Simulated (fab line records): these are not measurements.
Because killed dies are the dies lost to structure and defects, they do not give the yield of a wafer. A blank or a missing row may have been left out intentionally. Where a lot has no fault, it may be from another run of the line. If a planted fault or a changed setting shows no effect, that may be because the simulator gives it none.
A lot that was struck, set against a sound lot | flow nandHarc | 14 steps out of a route of 1302
Sound: these wafers, L154.1, L154.2, L154.3. Struck: wafer L161.3 (L161.2, L161.6, from the same lot, were not struck and are left out); the cause is given at the end.
Each step with rows lists, per side, the tool, then ch with its chambers, then its first start. Under that, the readings that differ: sound wafers | struck wafers | difference of the means | sigmas: that difference in standard deviations of wafers without a fault.
alike: readings whose means differ by less than 2 such deviations, and words and numbers that are the same on both sides. not compared: withheld readings, readings that some wafer has no value for, bounds like >300 that may hide the same value, and numbers for which the record gives no deviation and whose values overlap.
Wherever a step has rows on one side only, a row that says differs or no value, or a row with sigmas, the two part there. When numbers do not overlap yet have no deviation, they are printed without sigmas and do not part them. A reading that every wafer of one side lacks parts them only if that side has two wafers or more.

first, 5 steps without rows for these wafers: NHARC_A_SGD_CUT_SOFTBAKE_04 (time 55 s); NHARC_A_SGD_CUT_EBR_05; NHARC_A_SGD_CUT_EXPOSE_06 (exposes mask SGD); NHARC_A_SGD_CUT_PEB_07 (peb time 65 s); NHARC_A_SGD_CUT_DEVELOP_08 (develop time 35 s).
NHARC_A_SGD_CUT_CD_MEAS_09 targets a cd of 100 nm.
  sound on cdSem-01 ch 0, day 19 07:31; struck on cdSem-01 ch 0, day 22 23:50
  alike: cdNm
NHARC_A_SGD_CUT_OVL_MEAS_10:
  struck on overlay-01, day 22 23:55; sound on overlay-01, day 19 07:37
reading         | sound        | struck | difference | sigmas
overlayXNm (nm) | 0.7 0.1 -0.4 | 2.6    | +2.5       | +3
  alike: overlayYNm
NHARC_A_SGD_CUT_INSPECT_11:
  struck on defectInspect-02, day 22 23:57; sound on defectInspect-02, day 19 07:39
  alike: rawDefectCount
NHARC_A_SGD_CUT_DESCUM_14: chemistry O2, time 3 s.
  sound on rieDiel-13 ch 0,2, day 19 07:43; struck on rieDiel-05 ch 0, day 23 00:01
reading                  | sound       | struck | difference | sigmas
drypumpMotorCurrentA (A) | 6.7 5.3 6.7 | 5.0    | -1.2       | -2
  alike: oesProductAu, rfVppV, showerheadPlenumPTorr, throttleValvePct
  not compared: rfHoursCounterH
NHARC_A_SGD_CUT_ETCH_58: etches the open film in CF4, target depth 39 nm, time 65 s.
  sound on rieDiel-13 ch 0,2, day 19 07:51; struck on rieDiel-05 ch 1, day 23 00:19
  alike: drypumpMotorCurrentA, oesProductAu, rfVppV, showerheadPlenumPTorr, throttleValvePct
  not compared: rfHoursCounterH
NHARC_A_SGD_CUT_ETCH_59: etches the open film in N2/H2, target depth 260 nm, time 406.25 s.
  sound on rieDiel-13 ch 0,2, day 19 07:59; struck on rieDiel-05 ch 1
  alike: drypumpMotorCurrentA, oesProductAu, rfVppV, showerheadPlenumPTorr, throttleValvePct
  not compared: rfHoursCounterH
NHARC_A_SGD_CUT_ETCH_15: etches the open film in CH3F/O2, target depth 75 nm, time 64.3 s.
  sound on rieDiel-13 ch 0,2, day 19 08:28; struck on rieDiel-05 ch 0
reading                  | sound       | struck | difference | sigmas
drypumpMotorCurrentA (A) | 5.3 6.7 6.7 | 5.0    | -1.2       | -2
  alike: ch3fFlowSccm, oesProductAu, rfVppV, showerheadPlenumPTorr, throttleValvePct
  not compared: rfHoursCounterH
NHARC_A_SGD_CUT_ETCH_16: etches the open film in C4F8/O2/Ar, target depth 310.5 nm, time 155.2 s.
  sound on rieDiel-13 ch 0,2, day 19 08:35; struck on rieDiel-05 ch 1, day 23 00:58
reading             | sound             | struck | difference | sigmas
oesProductAu (a.u.) | 0.986 0.975 0.983 | 1.065  | +0.084     | +6
  alike: rfVppV
  not compared: rfHoursCounterH
then, 1 step without rows for these wafers: NHARC_A_SGD_CUT_STRIP_60 (strips in C4F8/O2/Ar).

## WHERE THEY PART
Last at NHARC_A_SGD_CUT_ETCH_16 as far as this record goes, first at NHARC_A_SGD_CUT_OVL_MEAS_10.

WHY: what the simulator had put in
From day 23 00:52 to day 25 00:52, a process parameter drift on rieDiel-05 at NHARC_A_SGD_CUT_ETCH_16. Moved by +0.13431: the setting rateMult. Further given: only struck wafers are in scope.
